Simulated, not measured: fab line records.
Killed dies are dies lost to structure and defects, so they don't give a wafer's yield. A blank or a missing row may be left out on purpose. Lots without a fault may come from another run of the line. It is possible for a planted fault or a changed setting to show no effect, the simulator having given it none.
Chamber matching / flow n5 finfet / rie diel-03 running N5_BEOL_M9_STRIP_19: 4 sister chambers
The step strips in O2. 4 wafers are shown with their chamber, then 8 later ones without.

== WAFERS, EACH WITH ITS CHAMBER ==
wafer=L077.2; chamber=2; showerhead plenum p Torr (Torr)=2.01
wafer=L077.4; chamber=0; showerhead plenum p Torr (Torr)=2.05
wafer=L083.2; chamber=3; showerhead plenum p Torr (Torr)=2.05
wafer=L086.4; chamber=1; showerhead plenum p Torr (Torr)=2.17

== WAFERS WITHOUT THEIR CHAMBER ==
wafer=L086.5; showerhead plenum p Torr (Torr)=2.17
wafer=L086.6; showerhead plenum p Torr (Torr)=2.04
wafer=L092.3; showerhead plenum p Torr (Torr)=2.00
wafer=L092.5; showerhead plenum p Torr (Torr)=2.05
wafer=L092.6; showerhead plenum p Torr (Torr)=2.04
wafer=L094.1; showerhead plenum p Torr (Torr)=2.04
wafer=L094.5; showerhead plenum p Torr (Torr)=2.04
wafer=L094.6; showerhead plenum p Torr (Torr)=2.05

== CHAMBER TAKEN BY EACH ==
wafer=L086.5; from the rows above=1; in truth=1
wafer=L086.6; from the rows above=can't be placed: 0 or 3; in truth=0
wafer=L092.3; from the rows above=2; in truth=2
wafer=L092.5; from the rows above=can't be placed: 0 or 3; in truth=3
wafer=L092.6; from the rows above=can't be placed: 0 or 3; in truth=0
wafer=L094.1; from the rows above=can't be placed: 0 or 3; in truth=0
wafer=L094.5; from the rows above=can't be placed: 0 or 3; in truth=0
wafer=L094.6; from the rows above=can't be placed: 0 or 3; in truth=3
Placed correctly: 2 of 8. Not placeable from these rows: 6 (in 6, the candidates include the true chamber). Wrongly placed: 0.
How it was worked out, from the rows above alone: a wafer's distance from a chamber is the root of the sum, over the readings, of the square of ((its reading less the chamber's mean) divided by the reading's scatter). The wafer belongs to the nearest chamber; if the next one is less than 2 further off, it can't be placed. The mean given for a chamber averages the wafers shown for that chamber. The scatter (one wafer shown for each chamber): square how far every hidden wafer sits from the nearest shown wafer, average those squares and take the square root.
